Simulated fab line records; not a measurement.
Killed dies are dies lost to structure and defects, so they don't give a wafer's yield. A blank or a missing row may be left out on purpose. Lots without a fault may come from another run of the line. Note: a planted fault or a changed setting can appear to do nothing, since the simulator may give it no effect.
What tool caused it?    flow n5-finfet    12 lots (36 wafers sampled), 1 step of a 1938-step route

== WHAT THE GAUGES READ, wafer by wafer ==
N5_SD_EPI_P_EPI_MEAS_23.
lot   measured     on             thk-nm (nm)
L075  day 3 21:25  film-metro-02  63.9 62.5 61.4
L077  day 4 13:28  film-metro-02  60.8 59.3 59.5
L079  day 4 21:46  film-metro-02  61.5 59.9 62.7
L081  day 5 04:53  film-metro-02  61.3 61.3 62.3
L083  day 5 16:19  film-metro-01  62.1 63.4 60.7
L085  day 6 07:05  film-metro-01  61.4 62.4 63.4
L087  day 6 15:02  film-metro-01  60.7 59.8 60.3
L089  day 7 07:00  film-metro-02  60.7 62.1 62.7
L091  day 7 19:38  film-metro-01  65.5 61.0 61.2
L093  day 8 07:16  film-metro-02  61.2 63.9 61.9
L094  day 8 17:11  film-metro-02  63.1 62.3 60.1
L097  day 9 04:47  film-metro-01  60.3 59.4 58.5

== WHAT TOOL EACH LOT RAN ON (gives the tool, then ch and the chambers of the sampled wafers, and finally the start) ==
No process step before these readings appears in the record.

== THE ANSWER, worked out from the rows above alone ==
Rule: usual is defined by the lots themselves. Put in order of their means at a reading, lots are off if they are a third of the lots or fewer, leave a main group of 4 or more, and stand apart from it by a gap of 3 or more times the standard deviation of the main group's means; of several such gaps the widest counts. A main group is skipped when, at the precision printed for the reading in the tables above, its means are all equal. A lot without any number at a reading at which 4 lots or more have one is off too. Any other lot the step has rows for is counted as sound.
Across all readings shown, no lot is off: no conclusion can be drawn from this.

== WHAT THE SIMULATOR HAD INSERTED ==
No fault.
